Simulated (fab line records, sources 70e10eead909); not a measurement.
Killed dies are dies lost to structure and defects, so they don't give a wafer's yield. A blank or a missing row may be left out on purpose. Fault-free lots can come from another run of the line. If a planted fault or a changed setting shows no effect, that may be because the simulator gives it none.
Which tool was responsible?    flow nand harc    Sampling: 6 lots, 18 wafers, 5 of 1159 route steps

## WHAT THE GAUGES READ, wafer by wafer
NHARC_END_SORT_01.
lot   measured      on         defect limited yield (%)
L783  day 20 16:10  prober-01  54.5 55.1 56.4

## WHAT TOOL EACH LOT RAN ON (gives the tool, then ch and the chambers of the sampled wafers, and finally the start)
lot   NHARC_P_BONDPAD_CMP_32         NHARC_A_M1_DEP_33                NHARC_A_BONDPAD_DESCUM_11           NHARC_A_BONDPAD_CMP_19
L782  cmp-04 ch 2,3, day 7 01:46     pecvd-03 ch 1,2, day 18 09:43    rie diel-12 ch 1,2,3, day 18 11:52  cmp-01 ch 2,3, day 18 14:00
L783  cmp-04 ch 0,2, day 7 17:49     pecvd-02 ch 0,1,2, day 19 06:23  rie diel-09 ch 2,3, day 19 08:13    cmp-04 ch 0,1,2, day 19 10:16
L795  cmp-02 ch 1,3, day 10 07:32    pecvd-03 ch 0,2, day 21 11:42    rie diel-12 ch 0,2,3, day 21 13:40  cmp-04 ch 0,1,3, day 21 15:46
L796  cmp-03 ch 0,1,2, day 10 17:14  pecvd-01 ch 1,2, day 22 02:54    rie diel-12 ch 0,1, day 22 04:51    cmp-03 ch 0,1,2, day 22 07:01
L799  cmp-02 ch 0,3, day 11 08:34    pecvd-01 ch 1,2, day 23 03:30    rie diel-09 ch 1,3, day 23 05:21    cmp-03 ch 0,1,3, day 23 07:33
L801  cmp-04 ch 0,2,3, day 11 19:06  pecvd-02 ch 0,2, day 23 06:20    rie diel-12 ch 0,1,3, day 23 08:13  cmp-01 ch 0,1,3, day 23 10:14
- NHARC_P_BONDPAD_CMP_32: polishes SiCN, target thk 200 nm.
- NHARC_A_M1_DEP_33: deposits SiCN, target thk 30 nm.
- NHARC_A_BONDPAD_DESCUM_11: chemistry O2, time 3 s.
- NHARC_A_BONDPAD_CMP_19: polishes, t overpolish 30 s, cu recess touch 16 s, target thk 169.8 nm.

## THE ANSWER, worked out from the rows above alone
Rule: what is usual is taken from the lots themselves. The widest of any qualifying gaps counts: lots, ordered by their means at a reading, are off when they make up no more than a third of the lots, leave a main group of 4 or more, and stand apart from it by 3 or more times the standard deviation of that group's means. Not used: any main group whose means are identical at the precision the tables above print for the reading. Also off: a lot with no number at a reading for which 4 or more lots have one. Any other lot the step has rows for is counted as sound.
No lot is off on any of the readings shown, so nothing can be concluded from this.

## WHAT THE SIMULATOR HAD INSERTED
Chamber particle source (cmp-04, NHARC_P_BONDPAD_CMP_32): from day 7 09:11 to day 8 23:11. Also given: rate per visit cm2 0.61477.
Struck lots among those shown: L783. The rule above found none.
